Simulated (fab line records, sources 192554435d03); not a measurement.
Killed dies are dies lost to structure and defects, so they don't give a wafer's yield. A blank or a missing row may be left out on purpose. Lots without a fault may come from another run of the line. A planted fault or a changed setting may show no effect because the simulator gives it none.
fab line records | flow n5_finfet
record lots=5 wafers=15 last_day=21
route steps=1938 shown BEOL_M3@1010 BEOL_M4@1021
lots that met no fault: from a run of the same line without faults
start_h: hours from the record's first day to the start of the lot's first wafer shown | wait_h: hours since the lot's step before | " the same as in the row above | L1.1+2: a row that stands for several wafers | - no value, or no start given | * or withheld: withheld | < > ~ a bound
route shown NAME@n: a module of which the file shows steps, and the number in the route of the first | usual: mean/standard deviation of fault-free wafers | same: alike in all rows | chamber/n: place in a boat | sites: the reading at each site | _std_site: their standard deviation | _edge_site: outer sites' mean less inner sites' | radius_mm: how far each site lies from the wafer's centre | mask NAME#n: copy n | behind: the tool/chamber that last shaped the wafer | hold: why the lot was held/for how many hours/how that ended | device: the transistor (n, p or np) that didn't switch | end of line: the same wafers' tests at the end of the route | a step without rows: its recipe alone | killed: dies lost to structure and defects at the first sort, not the wafer's yield | map: a wafer's dies, x killed, . not, _ none there
set.NAME: the setting as run; set.NAME@STEP: as run at that earlier step | model.NAME: the simulator's own value behind a step, which no gauge read
lots at some steps of the route; a table a step, a row a wafer
services: from which hour (start_h, from the record's first day; less than 0 if before it) a tool's chamber was out of use, for how many hours, and why
## steps
# step N5_BEOL_M3_SPUTTER_96
# recipe material=Cu target_thk_a=45 temp_c=-20 chamber_pressure_pa=0.07 power_w=withheld time_s=8.29
# usual chamber_pressure_pa=0.07001/0.00015 chuck_gas_flow_sccm=1.26/0.047 throttle_valve_pct=30.2/1.2
# columns lot.wafer tool chamber start_h wait_h chamber_pressure_pa chuck_gas_flow_sccm throttle_valve_pct
L075.2 pvd_sputter-02 - 226.16 0.1 0.07002 1.25 30.4
L075.3 " - " " 0.06985 1.34 30.6
L075.6 " - " " 0.07009 1.26 30.3
L081.3 pvd_sputter-02 - 234.19 0.1 0.07001 1.34 28.9
L081.4 " - " " 0.07013 1.27 30.5
L081.5 " - " " 0.06995 1.19 30.5
L080.1 pvd_sputter-01 - 244.64 0.1 0.07005 1.27 31.6
L080.3 " - " " 0.07022 1.29 30.1
L080.6 " - " " 0.07004 1.16 30.1
L089.3 pvd_sputter-01 - 297.58 0.1 0.07007 1.23 29.9
L089.4 " - " " 0.07002 1.26 31.6
L089.6 " - " " 0.06982 1.24 28.8
L097.1 pvd_sputter-02 - 350.23 0.1 0.07013 1.22 30.4
L097.4 " - " " 0.06997 1.29 30.4
L097.5 " - " " 0.07027 1.20 28.8
# step N5_BEOL_M3_ECD_50
# recipe material=Cu target_thk_a=3000
# columns lot.wafer tool chamber start_h wait_h
L075.2+3+6 ecd_cu-01 0 226.28 0.1
L081.3+4+5 ecd_cu-02 0,1,0 234.32 0.1
L080.1+3+6 ecd_cu-01 1,0,1 244.75 0.1
L089.3+4+6 ecd_cu-01 1,0,0 297.72 0.1
L097.1+4+5 ecd_cu-01 1,1,0 350.34 0.1
# step N5_BEOL_M3_ANNEAL_51
# recipe temp_c=225 time_s=90 ambient=N2
# usual wafer_temp_C_max=225.91/0.2
# columns lot.wafer tool chamber start_h wait_h wafer_temp_C_max
L075.2 rtp_anneal-01 0 226.40 0.1 226.18
L075.3 " 0 " " 225.78
L075.6 " 0 " " 226.02
L081.3 rtp_anneal-01 0 234.47 0.1 226.17
L081.4 " 0 " " 225.97
L081.5 " 0 " " 225.84
L080.1 rtp_anneal-01 0 244.83 0.1 225.84
L080.3 " 0 " " 226.01
L080.6 " 0 " " 226.05
L089.3 rtp_anneal-02 0 298.03 0.3 225.81
L089.4 " 0 " " 225.92
L089.6 " 0 " " 225.75
L097.1 rtp_anneal-02 0 350.58 0.2 225.68
L097.4 " 0 " " 226.16
L097.5 " 0 " " 226.04
# step N5_BEOL_M3_CMP_52
# recipe stop_on=SiOC t_overpolish_s=6.8 down_force_psi=1 platen_rpm=50 clearing_platen_down_force_psi=1.5 clearing_platen_rpm=50 post_cmp_clean=cu_alkaline target_thk_nm=40 clearing_platen_pad_velocity_m_s=0.99484 pad_velocity_m_s=0.99484
# usual barrier_field_endpoint_s=24.4/0.7 motor_current_A=6.1/0.5 overpolish_run_s=6.800/0.0092 slurry_filter_dp_kPa=13.51/0.13 time_to_endpoint_s=62/4
# columns lot.wafer tool chamber start_h wait_h barrier_field_endpoint_s motor_current_A overpolish_run_s slurry_filter_dp_kPa time_to_endpoint_s
L075.3 cmp-01 2 226.66 0.2 23.9 5.4 6.810 13.49 61
L075.2 " 1 " " 25.6 6.7 6.805 13.35 69
L075.6 " 2 " " 23.9 5.6 6.801 13.57 61
L081.3 cmp-03 1 234.72 0.2 25.1 5.5 6.808 13.47 62
L081.4 " 2 " " 24.1 5.5 6.815 13.59 58
L081.5 " 1 " " 25.0 5.9 6.806 13.54 62
L080.1 cmp-01 3 245.13 0.3 24.6 5.0 6.808 13.43 63
L080.3 " 0 " " 25.5 6.5 6.794 13.55 67
L080.6 " 0 " " 25.9 6.2 6.809 13.57 69
L089.4 cmp-03 0 298.23 0.1 24.6 6.7 6.788 13.57 58
L089.3 " 3 " " 25.0 6.6 6.807 13.42 63
L089.6 " 1 " " 25.1 6.1 6.814 13.58 64
L097.4 cmp-01 2 350.89 0.1 23.8 5.4 6.800 13.60 58
L097.1 " 3 " " 23.1 5.0 6.801 13.46 58
L097.5 " 3 " " 24.0 5.1 6.799 13.28 59
# step N5_BEOL_M3_THK_MEAS_53
# recipe thk_meas_gauge=xrf reads=Cu_of_BEOL_M3_ECD_50
# usual M3_THK=39.1/1.9
# columns lot.wafer tool chamber start_h wait_h M3_THK[nm]
L075.2 film_metro-02 - 226.95 - 41.0
L075.3 " - " " 39.6
L075.6 " - " " 40.6
L081.3 film_metro-01 - 234.98 - 39.5
L081.4 " - " " 39.5
L081.5 " - " " 40.8
L080.1 film_metro-01 - 245.42 - 36.0
L080.3 " - " " 36.9
L080.6 " - " " 36.7
L089.3 film_metro-02 - 298.53 - 37.8
L089.4 " - " " 38.8
L089.6 " - " " 40.6
L097.1 film_metro-01 - 351.19 - 38.5
L097.4 " - " " 40.8
L097.5 " - " " 38.7
# step N5_BEOL_M3_PRE_CLEAN_60
# recipe gas=NH3/H2 time_s=15 temp_c=* rf_power_w=300
# usual heater_power_w=87/18
# columns lot.wafer tool chamber start_h wait_h heater_power_w
L075.2 cvd_co-01 1 226.99 0.0 88
L075.3 " 0 " " 65
L075.6 " 0 " " 65
L081.3 cvd_co-01 1 235.01 0.0 88
L081.4 " 2 " " 73
L081.5 " 0 " " 64
L080.1 cvd_co-02 2 245.46 0.0 121
L080.3 " 2 " " 118
L080.6 " 0 " " 101
L089.3 cvd_co-01 2 298.57 0.0 72
L089.4 " 1 " " 90
L089.6 " 0 " " 64
L097.1 cvd_co-02 2 351.22 0.0 121
L097.4 " 0 " " 105
L097.5 " 2 " " 124
# step N5_BEOL_M3_CO_CAP_55
# recipe material=Co target_thk_a=20 temp_c=200 precursor=CCTBA/H2 pressure_torr=30 time_s=102.1
# usual heater_power_w=239/23
# columns lot.wafer tool chamber start_h wait_h heater_power_w
L075.2 cvd_co-01 1 227.03 0.0 242
L075.3 " 0 " " 213
L075.6 " 0 " " 217
L081.3 cvd_co-01 1 235.05 0.0 231
L081.4 " 2 " " 218
L081.5 " 0 " " 209
L080.1 cvd_co-02 2 245.52 0.0 285
L080.3 " 0 " " 260
L080.6 " 0 " " 248
L089.3 cvd_co-01 2 298.61 0.0 220
L089.4 " 1 " " 244
L089.6 " 0 " " 214
L097.1 cvd_co-02 2 351.28 0.0 286
L097.4 " 0 " " 253
L097.5 " 2 " " 289
# step N5_BEOL_M3_PRE_CLEAN_56
# recipe gas=NH3 time_s=15 temp_c=withheld rf_power_w=300
# columns lot.wafer tool chamber start_h wait_h
L075.2+3+6 pecvd-01 0,2,0 227.12 0.1
L081.3+4+5 pecvd-03 2,2,0 235.14 0.1
L080.1+3+6 pecvd-01 0,1,2 245.72 0.2
L089.3+4+6 pecvd-03 2,2,0 298.70 0.1
L097.1+4+5 pecvd-01 2,1,0 351.41 0.1
# step N5_BEOL_M3_DEP_57
# recipe material=SiCN target_thk_a=80 temp_c=withheld precursor=3MS/NH3 pressure_torr=3 rf_w=202 time_s=14
# usual showerhead_plenum_p_Torr=3.668/0.016 throttle_valve_pct=9.0/0.49
# columns lot.wafer tool chamber start_h wait_h showerhead_plenum_p_Torr throttle_valve_pct
L075.2 pecvd-01 0 227.14 0.0 3.660 9.4
L075.3 " 2 " " 3.662 8.3
L075.6 " 0 " " 3.656 9.5
L081.3 pecvd-03 2 235.17 0.0 3.699 8.6
L081.4 " 2 " " 3.693 8.8
L081.5 " 0 " " 3.660 9.1
L080.1 pecvd-01 0 245.74 0.0 3.660 9.7
L080.3 " 1 " " 3.685 8.7
L080.6 " 2 " " 3.662 8.5
L089.3 pecvd-03 2 298.72 0.0 3.686 8.8
L089.4 " 2 " " 3.694 8.6
L089.6 " 0 " " 3.654 9.1
L097.1 pecvd-01 2 351.43 0.0 3.676 8.7
L097.4 " 1 " " 3.694 8.7
L097.5 " 0 " " 3.668 9.5
# step N5_BEOL_M3_RS_MEAS_58
# recipe thk_meas_gauge=four-point-probe reads=Co_of_BEOL_M3_CO_CAP_55+Cu_of_BEOL_M3_ECD_50+Co_of_BEOL_M3_CVD_47+TaN_of_BEOL_M3_ALD_84
# usual M3_RS=0.67/0.043
# columns lot.wafer tool chamber start_h wait_h M3_RS[ohm/sq]
L075.2 film_metro-01 - 227.21 0.1 0.63
L075.3 " - " " 0.66
L075.6 " - " " 0.64
L081.3 film_metro-02 - 235.24 0.1 0.67
L081.4 " - " " 0.66
L081.5 " - " " 0.64
L080.1 film_metro-02 - 245.81 0.0 0.73
L080.3 " - " " 0.70
L080.6 " - " " 0.71
L089.3 film_metro-02 - 298.79 0.1 0.70
L089.4 " - " " 0.68
L089.6 " - " " 0.64
L097.1 film_metro-01 - 351.50 0.0 0.67
L097.4 " - " " 0.62
L097.5 " - " " 0.66
# step N5_BEOL_M3_INSPECT_59
# recipe inspect_instrument=darkfield mode=post_dep
# usual raw_defect_count=72/24
# columns lot.wafer tool chamber start_h wait_h raw_defect_count
L075.2 defect_inspect-02 - 227.24 0.0 85
L075.3 " - " " 39
L075.6 " - " " 59
L081.3 defect_inspect-01 - 235.27 0.0 124
L081.4 " - " " 76
L081.5 " - " " 63
L080.1 defect_inspect-02 - 245.84 0.0 96
L080.3 " - " " 69
L080.6 " - " " 63
L089.3 defect_inspect-02 - 298.82 0.0 95
L089.4 " - " " 107
L089.6 " - " " 105
L097.1 defect_inspect-02 - 351.53 0.0 36
L097.4 " - " " 51
L097.5 " - " " 54
# step N5_BEOL_M4_ILD_DEP_00
# recipe material=SiOC target_thk_a=790 temp_c=350 precursor=DEMS/O2 pressure_torr=5 rf_w=500 time_s=15.3
# usual heater_power_w=461/79 showerhead_plenum_p_Torr=5.697/0.015 throttle_valve_pct=12.1/0.48
# columns lot.wafer tool chamber start_h wait_h heater_power_w showerhead_plenum_p_Torr throttle_valve_pct
L075.2 pecvd-03 1 227.27 0.0 407 5.688 12.8
L075.3 " 0 " " 352 5.670 11.7
L075.6 " 2 " " 541 5.724 11.5
L081.3 pecvd-01 2 235.30 0.0 390 5.699 11.0
L081.4 " 0 " " 409 5.675 12.5
L081.5 " 1 " " 536 5.692 11.5
L080.1 pecvd-02 2 245.87 0.0 511 5.696 12.0
L080.3 " 0 " " 476 5.693 11.9
L080.6 " 2 " " 515 5.704 11.9
L089.3 pecvd-01 1 298.86 0.0 546 5.709 11.4
L089.4 " 2 " " 386 5.711 11.1
L089.6 " 0 " " 398 5.700 12.8
L097.1 pecvd-01 0 351.56 0.0 435 5.690 13.0
L097.4 " 0 " " 428 5.695 12.8
L097.5 " 2 " " 346 5.716 11.6
# step N5_BEOL_M4_THK_MEAS_01
# recipe reads=SiOC_of_BEOL_M4_ILD_DEP_00
# usual M4_ILD_THK=79.1/1.2
# columns lot.wafer tool chamber start_h wait_h M4_ILD_THK[nm]
L075.2 film_metro-01 - 227.34 0.1 78.2
L075.3 " - " " 77.7
L075.6 " - " " 80.7
L081.3 film_metro-02 - 235.37 0.1 77.2
L081.4 " - " " 79.8
L081.5 " - " " 77.3
L080.1 film_metro-01 - 245.94 0.0 80.8
L080.3 " - " " 78.5
L080.6 " - " " 80.9
L089.3 film_metro-02 - 298.93 0.1 77.6
L089.4 " - " " 78.5
L089.6 " - " " 80.5
L097.1 film_metro-01 - 351.63 0.0 79.1
L097.4 " - " " 79.8
L097.5 " - " " 78.6
# step N5_BEOL_M4_PECVD_72
# recipe material=SiO2 target_thk_a=160 temp_c=400 precursor=TEOS/O2 pressure_torr=5.5 rf_w=450 teos_flow_sccm=53.8 gas=O2 flow_sccm=3000 time_s=18
# usual heater_power_w=660/110 showerhead_plenum_p_Torr=8.81/0.062 throttle_valve_pct=22.4/1.1
# columns lot.wafer tool chamber start_h wait_h heater_power_w showerhead_plenum_p_Torr throttle_valve_pct
L075.2 pecvd-02 1 227.38 0.0 773 8.70 23.3
L075.3 " 2 " " 609 8.80 22.0
L075.6 " 0 " " 695 8.79 23.2
L081.3 pecvd-02 1 235.41 0.0 815 8.72 23.2
L081.4 " 2 " " 763 8.81 21.8
L081.5 " 0 " " 698 8.79 23.0
L080.1 pecvd-01 0 245.98 0.0 692 8.75 23.7
L080.3 " 1 " " 752 8.88 21.6
L080.6 " 2 " " 477 8.83 20.8
L089.3 pecvd-02 0 298.96 0.0 743 8.79 22.8
L089.4 " 1 " " 796 8.72 23.4
L089.6 " 2 " " 729 8.81 22.2
L097.1 pecvd-01 0 351.67 0.0 605 8.77 23.9
L097.4 " 2 " " 515 8.82 21.0
L097.5 " 1 " " 780 8.90 21.5
# step N5_BEOL_M4_HM_DEP_02
# recipe material=TiN target_thk_a=200 temp_c=25 chamber_pressure_pa=0.49996
# usual chamber_pressure_pa=0.4999/0.001 throttle_valve_pct=30.2/1
# columns lot.wafer tool chamber start_h wait_h chamber_pressure_pa throttle_valve_pct
L075.2 pvd_sputter-03 - 227.96 0.6 0.5001 28.7
L075.3 " - " " 0.5001 31.9
L075.6 " - " " 0.4982 29.8
L081.3 pvd_sputter-01 - 236.36 0.9 0.5001 29.9
L081.4 " - " " 0.5000 31.4
L081.5 " - " " 0.4998 29.9
L080.1 pvd_sputter-02 - 246.16 0.2 0.4987 30.4
L080.3 " - " " 0.5008 29.2
L080.6 " - " " 0.5010 30.6
L089.3 pvd_sputter-02 - 299.05 0.1 0.5013 30.3
L089.4 " - " " 0.5012 29.3
L089.6 " - " " 0.5012 30.4
L097.1 pvd_sputter-02 - 353.73 2.0 0.4985 30.7
L097.4 " - " " 0.4998 30.7
L097.5 " - " " 0.4993 30.8
# step N5_BEOL_M4_COAT_61
# recipe resist=SOC temp_c=250 time_s=60 spin_rpm=1500 resist_thk_nm=60
# columns lot.wafer tool chamber start_h wait_h
L075.2+3+6 litho_track-03 0 228.09 0.1
L081.3+4+5 litho_track-04 0 236.49 0.1
L080.1+3+6 litho_track-01 0 246.28 0.1
L089.3+4+6 litho_track-03 0 299.18 0.1
L097.1+4+5 litho_track-01 0 353.85 0.1
# step N5_BEOL_M4_COAT_62
# recipe resist=SiARC temp_c=220 time_s=60 spin_rpm=1500 resist_thk_nm=12
# columns lot.wafer tool chamber start_h wait_h
L075.2+3+6 litho_track-03 0 - -
L081.3+4+5 litho_track-04 0 - -
L080.1+3+6 litho_track-01 0 - -
L089.3+4+6 litho_track-03 0 - -
L097.1+4+5 litho_track-01 0 - -
# step N5_BEOL_M4_COAT_73
# recipe resist=underlayer temp_c=205 time_s=60 spin_rpm=1500 resist_thk_nm=5
# columns lot.wafer tool chamber start_h wait_h
L075.2+3+6 litho_track-03 0 - -
L081.3+4+5 litho_track-04 0 - -
L080.1+3+6 litho_track-01 0 - -
L089.3+4+6 litho_track-03 0 - -
L097.1+4+5 litho_track-01 0 - -
# step N5_BEOL_M4_COAT_05
# recipe resist=CAR-EUV spin_rpm=1500 resist_thk_nm=30
# columns lot.wafer tool chamber start_h wait_h
L075.2+3+6 litho_track-03 0 - -
L081.3+4+5 litho_track-04 0 - -
L080.1+3+6 litho_track-01 0 - -
L089.3+4+6 litho_track-03 0 - -
L097.1+4+5 litho_track-01 0 - -
# step N5_BEOL_M4_EBR_07
# recipe solvent=PGMEA ebr_width_mm=1.5
# columns lot.wafer tool chamber start_h wait_h
L075.2+3+6 litho_track-03 0 - -
L081.3+4+5 litho_track-04 0 - -
L080.1+3+6 litho_track-01 0 - -
L089.3+4+6 litho_track-03 0 - -
L097.1+4+5 litho_track-01 0 - -
# step N5_BEOL_M4_SOFTBAKE_06
# recipe temp_c=110 time_s=60 resist=CAR-EUV
# columns lot.wafer tool chamber start_h wait_h
L075.2+3+6 litho_track-03 0 - -
L081.3+4+5 litho_track-04 0 - -
L080.1+3+6 litho_track-01 0 - -
L089.3+4+6 litho_track-03 0 - -
L097.1+4+5 litho_track-01 0 - -
# step N5_BEOL_M4_EXPOSE_08
# recipe mask_id=M4 na=0.33 source_shape=dipole sigma_inner=0.369 sigma_outer=0.767 polarization=unpolarized dose_mj=41.25
# same dipole_opening_deg=79.7 sigma_outer=0.767
# columns lot.wafer tool chamber start_h wait_h mask
L075.2+3+6 euv_scanner-02 0 228.23 - M4#0
L081.3+4+5 euv_scanner-01 0 236.77 - M4#0
L080.1+3+6 euv_scanner-02 0 246.54 - M4#0
L089.3+4+6 euv_scanner-02 0 299.33 - M4#0
L097.1+4+5 euv_scanner-02 0 354.12 - M4#0
# step N5_BEOL_M4_PEB_09
# recipe peb_temp_c=100 peb_time_s=60 resist=CAR-EUV
# columns lot.wafer tool chamber start_h wait_h
L075.2+3+6 litho_track-04 0 228.29 0.1
L081.3+4+5 litho_track-01 0 236.82 0.0
L080.1+3+6 litho_track-01 0 246.61 0.1
L089.3+4+6 litho_track-04 0 299.38 0.0
L097.1+4+5 litho_track-01 0 354.18 0.1
# step N5_BEOL_M4_DEVELOP_10
# recipe develop_time_s=30 developer=TMAH resist=CAR-EUV rinse_liquid=surfactant_rinse dry=air_spin dev_temp_c=23
# columns lot.wafer tool chamber start_h wait_h
L075.2+3+6 litho_track-04 0 - -
L081.3+4+5 litho_track-01 0 - -
L080.1+3+6 litho_track-01 0 - -
L089.3+4+6 litho_track-04 0 - -
L097.1+4+5 litho_track-01 0 - -
# step N5_BEOL_M4_CD_MEAS_11
# recipe target_cd_nm=16.79 landing_energy_ev=500 detector=se_inlens polarity=opening
# usual cd_nm=17.0/0.33
# columns lot.wafer tool chamber start_h wait_h cd_nm
L075.2 cd_sem-02 0 228.36 - 16.9
L075.3 " 0 " " 17.3
L075.6 " 0 " " 16.7
L081.3 cd_sem-03 0 236.89 - 17.5
L081.4 " 0 " " 16.9
L081.5 " 0 " " 17.3
L080.1 cd_sem-03 0 246.68 - 17.5
L080.3 " 0 " " 17.2
L080.6 " 0 " " 16.9
L089.3 cd_sem-01 0 299.45 - 16.5
L089.4 " 0 " " 16.8
L089.6 " 0 " " 16.6
L097.1 cd_sem-01 0 354.25 - 17.9
L097.4 " 0 " " 17.5
L097.5 " 0 " " 17.2
# step N5_BEOL_M4_OVL_MEAS_12
# recipe points_per_wafer=522
# usual M4_OVL=-0.5/0.75
# columns lot.wafer tool chamber start_h wait_h M4_OVL[nm]
L075.2 overlay-01 0 228.39 0.0 -0.9
L075.3 " 0 " " 0.2
L075.6 " 0 " " -0.6
L081.3 overlay-01 0 236.93 0.0 0.4
L081.4 " 0 " " 0.3
L081.5 " 0 " " 0.0
L080.1 overlay-01 0 246.71 0.0 -0.5
L080.3 " 0 " " -1.3
L080.6 " 0 " " 0.2
L089.3 overlay-02 0 299.49 0.0 0.5
L089.4 " 0 " " -0.4
L089.6 " 0 " " 0.1
L097.1 overlay-02 0 354.28 0.0 -0.7
L097.4 " 0 " " -0.6
L097.5 " 0 " " -1.6
# step N5_BEOL_M4_INSPECT_13
# recipe mode=adi inspect_instrument=brightfield
# usual raw_defect_count=412/98
# columns lot.wafer tool chamber start_h wait_h raw_defect_count
L075.2 defect_inspect-02 - 228.44 0.0 418
L075.3 " - " " 542
L075.6 " - " " 391
L081.3 defect_inspect-01 - 236.98 0.0 628
L081.4 " - " " 306
L081.5 " - " " 386
L080.1 defect_inspect-02 - 246.76 0.1 407
L080.3 " - " " 359
L080.6 " - " " 319
L089.3 defect_inspect-02 - 299.55 0.1 473
L089.4 " - " " 508
L089.6 " - " " 429
L097.1 defect_inspect-01 - 354.34 0.1 509
L097.4 " - " " 298
L097.5 " - " " 336
# step N5_BEOL_M4_DESCUM_16
# recipe chemistry=O2 time_s=7 source_power_w=50 bias_power_w=20 pressure_mtorr=20 rf_frequency_hz=2.712e+07 temp_c=40 resist=CAR-EUV o2_flow_sccm=225
# usual drypump_motor_current_A=5.9/0.41 oes_product_au=0.79/0.081 rf_vpp_V=243.7/1.2 showerhead_plenum_p_Torr=2.13/0.067 throttle_valve_pct=20.34/0.18
# columns lot.wafer tool chamber start_h wait_h drypump_motor_current_A oes_product_au rf_hours_counter_h rf_vpp_V showerhead_plenum_p_Torr throttle_valve_pct
L075.2 rie_diel-05 3 228.58 0.1 6.7 0.85 41 246.0 2.25 20.43
L075.3 " 2 " " 5.8 0.84 64 244.9 2.10 20.09
L075.6 " 2 " " 5.8 0.84 - 245.5 2.10 20.10
L081.3 rie_diel-05 1 237.02 0.0 6.2 0.90 39 244.8 2.22 20.57
L081.4 " 2 " " 5.8 0.84 68 242.8 2.10 20.08
L081.5 " 1 " " 6.2 0.89 - 244.4 2.22 20.58
L080.1 rie_diel-04 0 246.80 0.0 5.1 0.96 5 242.7 2.06 20.30
L080.3 " 3 " " 5.7 0.67 273 242.3 2.14 20.55
L080.6 " 3 " " 5.7 0.68 - 243.5 2.14 20.54
L089.3 rie_diel-05 3 300.25 0.7 6.7 0.82 69 246.7 2.24 20.46
L089.4 " 0 " " 5.7 0.76 100 246.1 2.20 20.14
L089.6 " 0 " " 5.7 0.76 - 243.9 2.20 20.14
L097.1 rie_diel-05 2 354.37 0.0 5.7 0.79 114 241.9 2.08 20.16
L097.4 " 0 " " 5.7 0.74 125 243.6 2.19 20.18
L097.5 " 3 " " 6.7 0.79 - 243.8 2.23 20.51
# step N5_BEOL_M4_ETCH_74
# recipe chemistry=N2/H2 target=underlayer target_depth_a=65 mask_material=CAR-EUV time_s=5.2 ion_energy_ev=200 pressure_mtorr=30 source_w=840 bias_w=150 n2_flow_sccm=200 h2_flow_sccm=200 ends=cleared
# usual drypump_motor_current_A=5.9/0.41 etch_rf_on_time_s=5.18/0.14 oes_product_au=0.67/0.068 rf_vpp_V=525.1/2.4 showerhead_plenum_p_Torr=2.59/0.08 throttle_valve_pct=17.82/0.22
# columns lot.wafer tool chamber start_h wait_h drypump_motor_current_A etch_rf_on_time_s oes_product_au rf_hours_counter_h rf_vpp_V showerhead_plenum_p_Torr throttle_valve_pct
L075.2 rie_diel-05 3 228.62 0.0 6.7 5.04 0.73 41 527.3 2.68 17.50
L075.3 " 2 " " 5.8 5.34 0.70 64 524.4 2.59 17.73
L075.6 " 2 " " 5.8 5.32 0.72 - 526.0 2.59 17.75
L081.3 rie_diel-05 1 237.05 0.0 6.2 5.09 0.76 39 527.3 2.71 18.12
L081.4 " 2 " " 5.7 5.41 0.71 68 525.3 2.58 17.77
L081.5 " 1 " " 6.2 5.09 0.75 - 527.4 2.71 18.12
L080.1 rie_diel-04 0 246.83 0.0 5.2 5.11 0.82 5 523.6 2.51 17.79
L080.3 " 3 " " 5.7 5.03 0.58 273 526.1 2.60 18.04
L080.6 " 3 " " 5.6 4.92 0.59 - 526.1 2.60 18.03
L089.3 rie_diel-05 3 300.28 0.0 6.7 5.00 0.71 69 527.8 2.67 17.54
L089.4 " 0 " " 5.7 5.11 0.66 100 528.1 2.65 17.40
L089.6 " 0 " " 5.7 5.09 0.67 - 529.3 2.65 17.39
L097.1 rie_diel-05 2 354.41 0.0 5.8 5.37 0.66 114 526.4 2.56 17.86
L097.4 " 0 " " 5.7 5.16 0.64 125 527.3 2.64 17.42
L097.5 " 3 " " 6.7 5.10 0.69 - 529.4 2.66 17.57
# step N5_BEOL_M4_ETCH_63
# recipe chemistry=CF4 target=SiARC target_depth_a=156 mask_material=CAR-EUV time_s=26 ion_energy_ev=80 pressure_mtorr=40 source_w=545 bias_w=36 Ar_flow_sccm=100 cf4_flow_sccm=100 ends=cleared
# usual drypump_motor_current_A=5.9/0.41 etch_rf_on_time_s=26.0/0.73 oes_product_au=0.67/0.069 rf_vpp_V=184.4/1.1 showerhead_plenum_p_Torr=2.17/0.062 throttle_valve_pct=15.53/0.13
# columns lot.wafer tool chamber start_h wait_h drypump_motor_current_A etch_rf_on_time_s oes_product_au rf_hours_counter_h rf_vpp_V showerhead_plenum_p_Torr throttle_valve_pct
L075.2 rie_diel-05 3 228.64 0.0 6.7 25.4 0.74 41 184.1 2.26 15.33
L075.3 " 2 " " 5.7 26.7 0.70 64 184.5 2.17 15.46
L075.6 " 2 " " 5.8 27.0 0.70 - 184.2 2.17 15.44
L081.3 rie_diel-05 1 237.07 0.0 6.2 25.5 0.76 39 184.8 2.27 15.62
L081.4 " 2 " " 5.8 26.5 0.71 68 184.5 2.17 15.46
L081.5 " 1 " " 6.2 25.5 0.75 - 186.4 2.27 15.63
L080.1 rie_diel-04 0 246.85 0.0 5.1 24.9 0.84 5 183.6 2.10 15.44
L080.3 " 3 " " 5.7 24.7 0.60 273 184.7 2.18 15.77
L080.6 " 3 " " 5.6 24.7 0.60 - 185.5 2.18 15.77
L089.3 rie_diel-05 3 300.30 0.0 6.7 25.3 0.71 69 187.1 2.25 15.38
L089.4 " 0 " " 5.7 25.3 0.68 100 185.5 2.24 15.34
L089.6 " 0 " " 5.7 25.3 0.67 - 186.0 2.24 15.32
L097.1 rie_diel-05 2 354.42 0.0 5.7 26.9 0.67 114 184.3 2.15 15.55
L097.4 " 0 " " 5.7 25.6 0.65 125 184.5 2.23 15.37
L097.5 " 3 " " 6.7 25.5 0.69 - 185.9 2.24 15.42
# step N5_BEOL_M4_ETCH_64
# recipe chemistry=N2/H2 target=SOC target_depth_a=750 overetch_a=225 mask_material=SiARC temp_c=40 time_s=121.9 ion_energy_ev=200 pressure_mtorr=30 source_w=840 bias_w=150 n2_flow_sccm=200 h2_flow_sccm=200
# usual drypump_motor_current_A=5.9/0.41 oes_product_au=0.60/0.058 rf_vpp_V=525.0/2.2 showerhead_plenum_p_Torr=2.59/0.08 throttle_valve_pct=17.77/0.22
# columns lot.wafer tool chamber start_h wait_h drypump_motor_current_A oes_product_au rf_hours_counter_h rf_vpp_V showerhead_plenum_p_Torr throttle_valve_pct
L075.2 rie_diel-05 3 228.66 0.0 6.7 0.65 41 529.0 2.68 17.43
L075.3 " 2 " " 5.8 0.64 64 524.3 2.59 17.72
L075.6 " 2 " " 5.8 0.65 - 525.3 2.58 17.74
L081.3 rie_diel-05 1 237.10 0.0 6.2 0.66 39 528.9 2.71 18.07
L081.4 " 2 " " 5.8 0.64 68 523.6 2.58 17.72
L081.5 " 1 " " 6.2 0.66 - 528.3 2.71 18.08
L080.1 rie_diel-04 0 246.88 0.0 5.1 0.73 5 522.5 2.51 17.74
L080.3 " 3 " " 5.6 0.51 273 525.2 2.60 17.98
L080.6 " 3 " " 5.6 0.51 - 525.0 2.60 17.98
L089.3 rie_diel-05 3 300.33 0.0 6.7 0.62 69 529.1 2.67 17.50
L089.4 " 0 " " 5.7 0.59 100 526.2 2.65 17.35
L089.6 " 0 " " 5.7 0.58 - 527.1 2.65 17.34
L097.1 rie_diel-05 2 354.45 0.0 5.8 0.61 114 524.4 2.56 17.82
L097.4 " 0 " " 5.7 0.57 125 526.9 2.64 17.42
L097.5 " 3 " " 6.7 0.60 - 526.9 2.66 17.52
# step N5_BEOL_M4_STRIP_65
# recipe chemistry=N2/H2 temp_c=40 n2_flow_sccm=200 h2_flow_sccm=200 rf_frequency_hz=6e+07
# columns lot.wafer tool chamber start_h wait_h
L075.2+3+6 rie_diel-05 3,2,2 228.78 0.1
L081.3+4+5 rie_diel-05 1,2,1 237.21 0.1
L080.1+3+6 rie_diel-04 0,3,3 246.99 0.1
L089.3+4+6 rie_diel-05 3,0,0 300.44 0.1
L097.1+4+5 rie_diel-05 2,0,3 354.56 0.1
# step N5_BEOL_M4_STRIP_75
# recipe chemistry=N2/H2 temp_c=40 n2_flow_sccm=200 h2_flow_sccm=200 rf_frequency_hz=6e+07
# columns lot.wafer tool chamber start_h wait_h
L075.2+3+6 rie_diel-05 3,2,2 228.79 0.0
L081.3+4+5 rie_diel-05 1,2,1 237.22 0.0
L080.1+3+6 rie_diel-04 0,3,3 247.00 0.0
L089.3+4+6 rie_diel-05 3,0,0 300.45 0.0
L097.1+4+5 rie_diel-05 2,0,3 354.57 0.0
## services
# columns tool chamber start_h hours kind
rie_diel-04 3 203.83 8.1 repair
pecvd-01 - 212.39 6.0 pm
euv_scanner-02 - 213.01 0.6 repair
euv_scanner-02 - 213.62 1.0 pm
ecd_cu-01 - 238.21 1.2 repair
cvd_co-02 0 247.70 7.2 repair
rie_diel-05 0 250.34 11.5 repair
pvd_sputter-02 - 256.23 2.3 repair
ecd_cu-01 - 256.43 2.1 repair
pecvd-01 - 256.72 1.2 repair
pecvd-01 - 264.29 1.3 repair
rie_diel-05 0 265.71 1.2 repair
euv_scanner-02 - 269.63 1.0 pm
ecd_cu-01 - 275.58 0.2 repair
ecd_cu-01 - 276.37 4.4 repair
pecvd-02 0 278.63 3.9 repair
euv_scanner-02 - 281.08 4.6 pm
rie_diel-04 - 287.48 28.1 pm
pecvd-02 - 288.53 2.8 pm
cvd_co-02 - 311.81 12.3 repair
pecvd-02 - 324.36 0.8 repair
cvd_co-01 2 330.44 103.8 repair
pecvd-01 - 334.31 2.8 pm
rie_diel-04 2 339.41 7.8 repair
## key
fault none
